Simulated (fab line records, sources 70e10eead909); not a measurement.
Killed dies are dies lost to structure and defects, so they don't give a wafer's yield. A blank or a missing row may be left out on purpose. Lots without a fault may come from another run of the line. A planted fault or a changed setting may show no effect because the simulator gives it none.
Chamber matching | flow nand_harc | NHARC_A_WL_FILL_ALD_19 on ald_metal-02: 4 sister chambers
The step deposits TiN, target thk 2 nm, pulse time 3 s, ald cycles 100. 16 wafers are shown with their chamber, then 8 later ones without.

WAFERS WITH THEIR CHAMBER
wafer  | chamber | heater_power_w (W) | precursor_pulse_height_rel
L407.2 | 3       | 1313               | 1.026
L407.3 | 2       | 979                | 0.997
L407.6 | 0       | 1204               | 1.014
L408.1 | 2       | 972                | 0.978
L408.4 | 3       | 1269               | 1.035
L408.5 | 2       | 971                | 0.968
L412.1 | 2       | 981                | 1.022
L412.2 | 0       | 1199               | 0.976
L412.4 | 1       | 1037               | 0.976
L411.1 | 3       | 1272               | 1.004
L411.4 | 0       | 1195               | 1.001
L411.6 | 0       | 1213               | 1.039
L413.4 | 1       | 1032               | 0.995
L413.5 | 0       | 1214               | 1.018
L413.6 | 3       | 1268               | 0.979
L415.1 | 1       | 1049               | 1.013

SIGNATURES (means of the wafers above)
reading                    | chamber 0 | chamber 1 | chamber 2 | chamber 3 | scatter within a chamber
heater_power_w             | 1205.00   | 1039.33   | 975.75    | 1280.50   | 12.7
precursor_pulse_height_rel | 1.00960   | 0.99467   | 0.99125   | 1.01100   | 0.0231
Rule: a wafer's distance from a chamber is the root of the sum, over the readings, of the square of ((its reading less the chamber's mean) divided by the reading's scatter). The wafer belongs to the nearest chamber; if the next one is less than 2 further off, it can't be placed. The scatter: the root of (the sum of the squares of (reading less its chamber's mean) over the shown wafers, divided by (wafers less chambers)).

WAFERS WITHOUT THEIR CHAMBER
wafer  | heater_power_w (W) | precursor_pulse_height_rel
L415.2 | 992                | 0.997
L415.4 | 1291               | 0.951
L425.1 | 1022               | 0.966
L425.3 | 1274               | 0.988
L425.6 | 1001               | 1.008
L428.1 | 1243               | 1.019
L428.2 | 982                | 0.984
L428.5 | 1314               | 1.001

WHICH CHAMBER EACH WENT THROUGH
wafer  | from the rows above     | in truth
L415.2 | 2                       | 2
L415.4 | 3                       | 3
L425.1 | can't be placed: 1 or 2 | 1
L425.3 | 3                       | 3
L425.6 | can't be placed: 2 or 1 | 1
L428.1 | can't be placed: 3 or 0 | 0
L428.2 | 2                       | 2
L428.5 | 3                       | 3
Placed correctly: 5 of 8. Can't be placed from these rows: 3 (the true chamber is among the candidates in 3). Placed wrongly: 0.
